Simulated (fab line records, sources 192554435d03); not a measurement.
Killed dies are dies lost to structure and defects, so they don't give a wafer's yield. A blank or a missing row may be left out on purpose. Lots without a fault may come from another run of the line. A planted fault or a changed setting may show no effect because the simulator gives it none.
Chamber matching | flow n5_finfet | N5_BEOL_M5_ETCH_62 on rie_diel-01: 4 sister chambers
The step etches SOC in N2/H2, target depth 75 nm, overetch 15 nm, time 112.5 s. 8 wafers are shown with their chamber, then 8 later ones without.

WAFERS WITH THEIR CHAMBER
wafer  | chamber | showerhead_plenum_p_Torr (Torr) | drypump_motor_current_A (A)
L077.1 | 0       | 2.70                            | 5.8
L085.2 | 0       | 2.69                            | 5.8
L085.5 | 1       | 2.60                            | 4.7
L091.6 | 2       | 2.49                            | 6.5
L095.2 | 2       | 2.49                            | 6.6
L095.3 | 3       | 2.44                            | 6.3
L095.4 | 1       | 2.60                            | 4.7
L096.1 | 3       | 2.44                            | 6.2

WAFERS WITHOUT THEIR CHAMBER
wafer  | showerhead_plenum_p_Torr (Torr) | drypump_motor_current_A (A)
L096.2 | 2.60                            | 4.7
L096.3 | 2.49                            | 6.6
L096.4 | 2.69                            | 5.8
L096.5 | 2.60                            | 4.7
L096.6 | 2.49                            | 6.5
L097.2 | 2.44                            | 6.2
L097.3 | 2.49                            | 6.6
L097.4 | 2.69                            | 5.8

WHICH CHAMBER EACH WENT THROUGH
wafer  | from the rows above | in truth
L096.2 | 1                   | 1
L096.3 | 2                   | 2
L096.4 | 0                   | 0
L096.5 | 1                   | 1
L096.6 | 2                   | 2
L097.2 | 3                   | 3
L097.3 | 2                   | 2
L097.4 | 0                   | 0
Placed correctly: 8 of 8. Can't be placed from these rows: 0. Placed wrongly: 0.
How it was worked out, from the rows above alone: a wafer's distance from a chamber is the root of the sum, over the readings, of the square of ((its reading less the chamber's mean) divided by the reading's scatter). The wafer belongs to the nearest chamber; if the next one is less than 2 further off, it can't be placed. A chamber's mean is the mean of its shown wafers. The scatter: the root of (the sum of the squares of (reading less its chamber's mean) over the shown wafers, divided by (wafers less chambers)).
